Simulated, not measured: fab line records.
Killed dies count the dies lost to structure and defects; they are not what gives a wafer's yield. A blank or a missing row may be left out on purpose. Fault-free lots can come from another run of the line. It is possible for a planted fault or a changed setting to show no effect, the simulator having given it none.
Matching of chambers + flow nand harc + cmp-04 running NHARC_P_M2_CMP_23: 4 sister chambers
The step polishes, t overpolish 20 s, target thk 144.3 nm. 14 wafers are shown with their chamber, then 7 later ones without.

WAFERS PAIRED WITH THEIR CHAMBERS
| wafer  | chamber | motor current A (A) | time to endpoint s (s) |
|--------|---------|---------------------|------------------------|
| L540.2 | 1       | 13.8                | 24.7                   |
| L540.5 | 1       | 13.0                | 26.0                   |
| L540.6 | 0       | 11.5                | 25.3                   |
| L545.4 | 0       | 11.8                | 22.2                   |
| L545.5 | 2       | 13.6                | 26.8                   |
| L545.6 | 3       | 13.2                | 22.9                   |
| L549.2 | 2       | 13.8                | 37.9                   |
| L549.3 | 3       | 13.2                | 37.9                   |
| L549.6 | 3       | 12.6                | 37.4                   |
| L551.1 | 3       | 12.7                | 36.4                   |
| L551.2 | 1       | 13.2                | 37.6                   |
| L551.5 | 2       | 13.4                | 37.2                   |
| L559.1 | 3       | 13.9                | 23.1                   |
| L559.2 | 0       | 11.6                | 25.9                   |

SIGNATURES (averages over the wafers above)
| reading            | chamber 0 | chamber 1 | chamber 2 | chamber 3 | scatter within a chamber |
|--------------------|-----------|-----------|-----------|-----------|--------------------------|
| motor current A    | 11.633    | 13.333    | 13.600    | 13.120    | 0.393                    |
| time to endpoint s | 24.467    | 29.433    | 33.967    | 31.540    | 6.56                     |
Rule: a wafer's distance from a chamber is the root of the sum, over the readings, of the square of ((its reading less the chamber's mean) divided by the reading's scatter). The wafer belongs to the nearest chamber; if the next one is less than 2 further off, it can't be placed. How the scatter is found: for the shown wafers, subtract from each reading the mean of its chamber, square and add these, divide the total by (wafers less chambers), then take the root.

WAFERS MISSING THEIR CHAMBER
| wafer  | motor current A (A) | time to endpoint s (s) |
|--------|---------------------|------------------------|
| L559.5 | 13.2                | 27.4                   |
| L560.3 | 12.5                | 24.5                   |
| L560.4 | 13.1                | 27.2                   |
| L560.6 | 12.7                | 24.0                   |
| L561.1 | 13.2                | 22.0                   |
| L561.2 | 13.2                | 24.8                   |
| L561.6 | 11.4                | 27.9                   |

WHICH CHAMBER EACH WENT THROUGH
| wafer  | from the rows above               | in truth |
|--------|-----------------------------------|----------|
| L559.5 | can't be placed: 1 or 3 or 2      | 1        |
| L560.3 | can't be placed: 3 or 0 or 1 or 2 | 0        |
| L560.4 | can't be placed: 3 or 1 or 2      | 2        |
| L560.6 | can't be placed: 3 or 1 or 0 or 2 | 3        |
| L561.1 | can't be placed: 1 or 3 or 2      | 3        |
| L561.2 | can't be placed: 1 or 3 or 2      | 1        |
| L561.6 | 0                                 | 0        |
Placed correctly: 1 of 7. Can't be placed from these rows: 6 (the true chamber is among the candidates in 6). 0 placed wrongly.
